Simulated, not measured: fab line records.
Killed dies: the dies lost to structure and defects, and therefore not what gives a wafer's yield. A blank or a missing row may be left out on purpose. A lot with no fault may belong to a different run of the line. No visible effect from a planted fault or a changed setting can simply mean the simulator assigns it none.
A lot that was struck, set against a sound lot / flow n5-finfet / 26 steps out of a route of 1938
Sound: wafers L678.3, L678.5, L678.6. Wafers L694.1, L694.2, L694.3 were the ones struck. At the end, the cause is stated.
Each step with rows lists, per side, the tool, then ch with its chambers, then its first start. Under that, the readings that differ: sound wafers / struck wafers / difference of the means / sigmas: that difference in standard deviations of wafers without a fault.
alike: readings whose means differ by less than 2 such deviations, and words and numbers that are the same on both sides. not compared: withheld readings, readings that some wafer has no value for, bounds like >300 that may hide the same value, and numbers for which the record gives no deviation and whose values overlap.
The two part at a step that has a row with sigmas, a row that says differs or no value, or rows on one side only. Numbers that have no deviation but don't overlap get no sigmas and don't part them. A reading that every wafer of one side lacks parts them only if that side has two wafers or more.

first, 5 steps without rows for these wafers: N5_DUMMY_GATE_PRECLEAN_33 (cleans in dHF, time 10 s); N5_DUMMY_GATE_PRECLEAN_25 (cleans in O3/DIW, time 45 s); N5_DUMMY_GATE_PRECLEAN_51 (cleans in SC2, time 45 s); N5_DUMMY_GATE_SRD_26 (time 30 s); N5_DUMMY_GATE_UV_OZONE_45 (time 120 s).
N5_DUMMY_GATE_INSPECT_27: inspects for defects (brightfield).
  sound on defect-inspect-01 at day 3 02:58; struck on defect-inspect-02 at day 6 22:18
  alike: raw-defect-count
N5_SPACER0_ALD_07: deposits SiNx, target thk 2 nm.
  sound on ald-sin-01 ch 1,2, day 3 03:00; struck on ald-sin-04 ch 0,1,3, day 6 22:20
  alike: heater-power-w
N5_SPACER0_ALD_00: deposits SiOCN, target thk 3.5 nm, pulse time 3 s, purge time 2 s.
  sound on ald-sin-01 ch 1,2, day 3 03:09; struck on ald-sin-04 ch 0,1,3, day 6 22:29
  alike: heater-power-w, precursor-pulse-height-rel
N5_SPACER0_ALD_08: deposits SiNx, target thk 2 nm.
  sound on ald-sin-01 ch 1,2, day 3 03:25; struck on ald-sin-04 ch 0,1,3, day 6 22:44
  alike: heater-power-w
N5_SPACER0_INSPECT_04: inspects for defects (darkfield).
  sound on defect-inspect-02 at day 3 03:34; struck on defect-inspect-01 at day 6 22:54
  alike: raw-defect-count
then, 2 steps without rows for these wafers: N5_SD_EPI_N_COAT_32 (time 60 s, resist thk 350 nm); N5_SD_EPI_N_COAT_33 (time 60 s, resist thk 35 nm).
N5_SD_EPI_N_COAT_03: resist thk 150 nm.
  sound on litho-track-03 ch 0, day 3 03:36; struck on litho-track-03 ch 0, day 6 22:56
reading=spin-speed-rpm (rpm); sound=1499.7 1498.7 1499.2; struck=1455.9 1455.6 1456.8; difference=-43.1; sigmas=-53
reading=model.CAR-ArF-block_of_SD_EPI_N_COAT_03.thk-nm (nm); sound=150 150 150.2; struck=152.2 152.8 152.4; difference=+2.4; sigmas=
  alike: resist-line-temp-C
then, 5 steps without rows for these wafers: N5_SD_EPI_N_EBR_05; N5_SD_EPI_N_SOFTBAKE_04 (time 60 s); N5_SD_EPI_N_EXPOSE_06 (exposes mask SD N BLK, target cd 120 nm); N5_SD_EPI_N_PEB_07 (peb time 60 s); N5_SD_EPI_N_DEVELOP_08 (develop time 30 s).
N5_SD_EPI_N_CD_MEAS_09 targets a cd of 120 nm.
  sound on cd-sem-02 ch 0, day 3 03:50; struck on cd-sem-01 ch 0, day 6 23:18
  alike: cd-nm
N5_SD_EPI_N_OVL_MEAS_10:
  sound on overlay-02 ch 0, day 3 03:52; struck on overlay-01 ch 0, day 6 23:20
  alike: SD_N_BLK_OVL
N5_SD_EPI_N_INSPECT_11: inspects for defects (macro).
  sound on defect-inspect-01 at day 3 03:54; struck on defect-inspect-02 at day 6 23:21
  alike: raw-defect-count
N5_SD_EPI_N_DESCUM_14: chemistry O2, time 7.9 s.
  sound on rie-diel-03 ch 0,2,3, day 3 03:56; struck on rie-diel-01 ch 0,1,3, day 6 23:58
  alike: chamber-pressure-mTorr, drypump-motor-current-A, oes-product-au, rf-vpp-V, showerhead-plenum-p-Torr, throttle-valve-pct
  not compared: rf-hours-counter-h
N5_SD_EPI_N_ETCH_34: etches SiARC in CF4, target depth 45.5 nm, time 75.8 s.
  sound on rie-diel-03 ch 0,2,3, day 3 03:58; struck on rie-diel-01 ch 0,1,3, day 7 00:01
reading=model.CAR-ArF-block_of_SD_EPI_N_COAT_03.thk-nm (nm); sound=111 111 111.2; struck=113.4 114 113.4; difference=+2.5; sigmas=
  alike: bias-w, chamber-pressure-mTorr, drypump-motor-current-A, etch-rf-on-time-s, oes-product-au, rf-vpp-V, showerhead-plenum-p-Torr, throttle-valve-pct
  not compared: rf-hours-counter-h
N5_SD_EPI_N_ETCH_35: etches SOC in N2/H2, overetch 108 nm, time 486 s.
  sound on rie-diel-03 ch 0,2,3, day 3 04:01; struck on rie-diel-01 ch 0,1,3, day 7 00:04
  alike: bias-w, chamber-pressure-mTorr, drypump-motor-current-A, n2-flow-sccm, oes-product-au, rf-vpp-V, showerhead-plenum-p-Torr, throttle-valve-pct
  not compared: rf-hours-counter-h
-- the record jumps here: 5 days lie between the struck wafers' starts before and after (it left off in module SD_EPI_N and takes up again in module BEOL_M4, whose first step shown is number 1111 of the route) --
N5_BEOL_M4_RC_MEAS_101:
  sound on prober-01 ch 0, day 7 13:34; struck on prober-01 ch 0, day 11 18:53
  alike: DIBL_N, DIBL_P, IOFF_N, IOFF_P, ION_N, ION_P, SS_N, SS_P, VT_N, VT_P
-- here the record skips 5 days between the struck wafers' starts before and after, leaving off in module BEOL_M4 and picking up in module PASSIVATION (first step shown: number 1936 of the route) --
N5_PASSIVATION_PROBE_49:
  sound on prober-02 at day 11 14:51; struck on prober-02 at day 16 08:23
  alike: defect-limited-yield, killed_at_M0_to_M3, killed_at_M4_up, killed-at-contacts, killed-at-front-end, killed-at-other, killed-dies, killed-open, killed-short, sort_bin_5_function, sort_bin_6_memory, sort-n-pass, sort-yield-pct

## WHERE THEY PART
Within this record, at N5_SD_EPI_N_COAT_03 only. Later steps at which nothing parts them and some readings are alike: N5_SD_EPI_N_CD_MEAS_09, N5_SD_EPI_N_OVL_MEAS_10, N5_SD_EPI_N_INSPECT_11, N5_SD_EPI_N_DESCUM_14, N5_SD_EPI_N_ETCH_34, N5_SD_EPI_N_ETCH_35, N5_BEOL_M4_RC_MEAS_101, N5_PASSIVATION_PROBE_49.

WHY: whatever the simulator had introduced
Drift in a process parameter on litho-track-03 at N5_SD_EPI_N_COAT_03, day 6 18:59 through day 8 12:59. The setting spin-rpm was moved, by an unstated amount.
